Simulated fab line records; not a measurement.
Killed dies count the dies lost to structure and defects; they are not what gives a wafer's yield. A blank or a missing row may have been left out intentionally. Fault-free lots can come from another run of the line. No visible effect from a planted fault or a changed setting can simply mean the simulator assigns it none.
Split-lot study	flow n5_finfet	21 wafers read from 7 lots, route of 1938 steps

## THE SPLIT
At N5_PASSIVATION_ETCH_54 (etches SiO2 in CHF3/O2, target depth 880 nm, time 440 s), the setting bias_w was moved away from the recipe's 170 W on 9 of the 21 wafers read, by -7.8% to +15.4%. This setting was run at the recipe's value on the other wafers.

The reading comes from the split's own step.

## THE READING
rf_vpp_V, in V, at N5_PASSIVATION_ETCH_54 (etches SiO2 in CHF3/O2, target depth 880 nm, time 440 s). Typical for fault-free wafers on this fab line: 525 V, with standard deviation 4.2 V.

wafer	tool, chamber at the split	bias_w as run, W	against the recipe	rf_vpp_V, V	against lot-mates on the recipe
L075.1	rie_diel-05, 2	185.4	+9.1%	560	+27
L075.4	rie_diel-05, 0	185.4	+9.1%	565	+32
L075.5	rie_diel-05, 1	170	recipe	533	-
L079.4	rie_diel-05, 1	156.7	-7.8%	497	-26
L079.5	rie_diel-05, 2	170	recipe	523	-
L079.6	rie_diel-05, 3	170	recipe	523	-
L085.2	rie_diel-01, 1	170	recipe	527	-
L085.3	rie_diel-01, 0	196.2	+15.4%	587	+60
L085.6	rie_diel-01, 3	196.2	+15.4%	589	+62
L092.2	rie_diel-04, 3	170	recipe	524	-
L092.3	rie_diel-04, 0	192.6	+13.3%	586	+62
L092.4	rie_diel-04, 1	192.6	+13.3%	580	+56
L093.4	rie_diel-05, 0	170	recipe	526	-
L093.5	rie_diel-05, 1	170	recipe	531	-
L093.6	rie_diel-05, 2	170	recipe	522	-
L095.1	rie_diel-01, 2	170	recipe	527	-
L095.4	rie_diel-01, 3	170	recipe	525	-
L095.5	rie_diel-01, 0	170	recipe	523	-
L097.2	rie_diel-04, 0	180.4	+6.1%	556	+32
L097.3	rie_diel-04, 3	180.4	+6.1%	549	+25
L097.5	rie_diel-04, 3	170	recipe	524	-

THE FIT
A straight line over all 21 wafers: rf_vpp_V changes by +4.1 V for each +1% of bias_w; r = +0.99; the points scatter about the line by 3.4 V.
The same after taking each lot's own level away (the mean of its wafers on the recipe; 21 wafers): +3.98 V for each +1%; r = +0.99; scatter 4.1 V.
On that fit, the largest move of bias_w shifts the reading by 61 V.
Across the lots, their own levels run from 523.0 to 533.0 V, a range of 2.4 times the standard deviation given above.
Hence the lot-to-lot level has little effect on the slope; both slopes agree.
Check: for one of the wafers moved furthest among these (+15.4%), held out of the fit, the line's prediction against its lot-mates is +62.4 V. It came out at +60 V against them.
Tool readings at the split's step, against how far the setting was moved: rf_vpp_V r = +0.99.

## OTHER SPLITS APPLIED TO THESE WAFERS
These wafers also went through other splits before the reading. Each is held against what the fit with the lots' levels taken away leaves over:
other split on the same wafers	wafers away from the commonest value	r with rf_vpp_V (lot level and that fit taken away)
N5_PASSIVATION_PASS_ETCH_47 source_w	4	+0.09

## THE FILE'S OWN FIT
rf_vpp_V changes by +3.97 V for each +1% of bias_w, r = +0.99.
